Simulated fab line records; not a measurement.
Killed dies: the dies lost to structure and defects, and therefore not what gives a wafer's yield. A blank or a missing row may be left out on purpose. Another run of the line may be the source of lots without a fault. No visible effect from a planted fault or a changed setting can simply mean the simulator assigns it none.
Which of the tools did it?	flow n5-finfet	30 wafers from 10 lots sampled at 2 of the route's 1938 steps

WHAT THE GAUGES READ, wafer by wafer
N5_BEOL_M14_THK_MEAS_01. Usual: for M14_ILD_THK the level is 1119 nm and the standard deviation is 20.
lot	measured	on	M14_ILD_THK (nm)	flag
L298	day 12 15:47	film-metro-01	1136 1123 1150	
L296	day 12 16:16	film-metro-02	1123 1099 1124	
L297	day 12 18:07	film-metro-02	1111 1126 1107	
L307	day 15 18:48	film-metro-01	1138 1144 1119	
L306	day 15 19:44	film-metro-02	1098 1118 1115	
L310	day 16 14:19	film-metro-01	1104 1119 1121	
L312	day 16 17:38	film-metro-02	1130 1146 1153	
L313	day 16 22:54	film-metro-01	1142 1107 1157	
L315	day 17 21:05	film-metro-01	1138 1127 1131	
L314	day 17 21:13	film-metro-02	1128 1108 1133	

WHICH TOOL RAN EACH LOT (tool, then ch and the chambers of the sampled wafers, then the start)
lot	N5_BEOL_M13_DEP_53
L298	pecvd-02 ch 0,2, day 12 15:28
L296	pecvd-03 ch 0,2, day 12 15:56
L297	pecvd-02 ch 0,1,2, day 12 17:47
L307	pecvd-04 ch 0,1, day 15 18:24
L306	pecvd-02 ch 0,2, day 15 19:19
L310	pecvd-04 ch 0,1, day 16 14:00
L312	pecvd-02 ch 0,1, day 16 17:19
L313	pecvd-03 ch 0,1, day 16 22:33
L315	pecvd-04 ch 0,1,2, day 17 20:27
L314	pecvd-04 ch 1,2, day 17 20:50
- N5_BEOL_M13_DEP_53: deposits SiCN from 3MS/NH3, target thk 50 nm, time 17.8 s.

AS READ BY THE TOOLS THEMSELVES (means over the sampled wafers that have a number; for cases with no such wafer, the mark the record gives instead)
N5_BEOL_M13_DEP_53. Usual: showerhead-plenum-p-Torr 4.152 Torr, standard deviation 0.021; throttle-valve-pct 17.6 %, standard deviation 0.71.
lot	tool	showerhead-plenum-p-Torr (Torr)	throttle-valve-pct (%)	flag
L298	pecvd-02	4.166	17.7	
L296	pecvd-03	4.154	17.8	
L297	pecvd-02	4.167	18.2	
L307	pecvd-04	4.154	17.4	
L306	pecvd-02	4.164	17.7	
L310	pecvd-04	4.156	17.4	
L312	pecvd-02	4.165	18.3	
L313	pecvd-03	4.169	18.3	
L315	pecvd-04	4.147	17.1	
L314	pecvd-04	4.127	17.2	

THE ANSWER, worked out from the rows above alone
Rule: a lot counts as off when the mean over its wafers that have a number is more than 3 standard deviations away from the usual mean. A lot without any number at a reading at which 4 lots or more have one is off too. The other lots that the step has rows for count as sound. The gauges are gone through in route order, then the tools' own readings, and for those a lot's mean is taken as printed above. The first step at which some lot is off is used, and at that step the reading that is off furthest; a lot without a number counts as furthest.
No lot is off on any of the readings shown, so nothing can be concluded from this.

WHAT HAD BEEN PUT IN BY THE SIMULATOR
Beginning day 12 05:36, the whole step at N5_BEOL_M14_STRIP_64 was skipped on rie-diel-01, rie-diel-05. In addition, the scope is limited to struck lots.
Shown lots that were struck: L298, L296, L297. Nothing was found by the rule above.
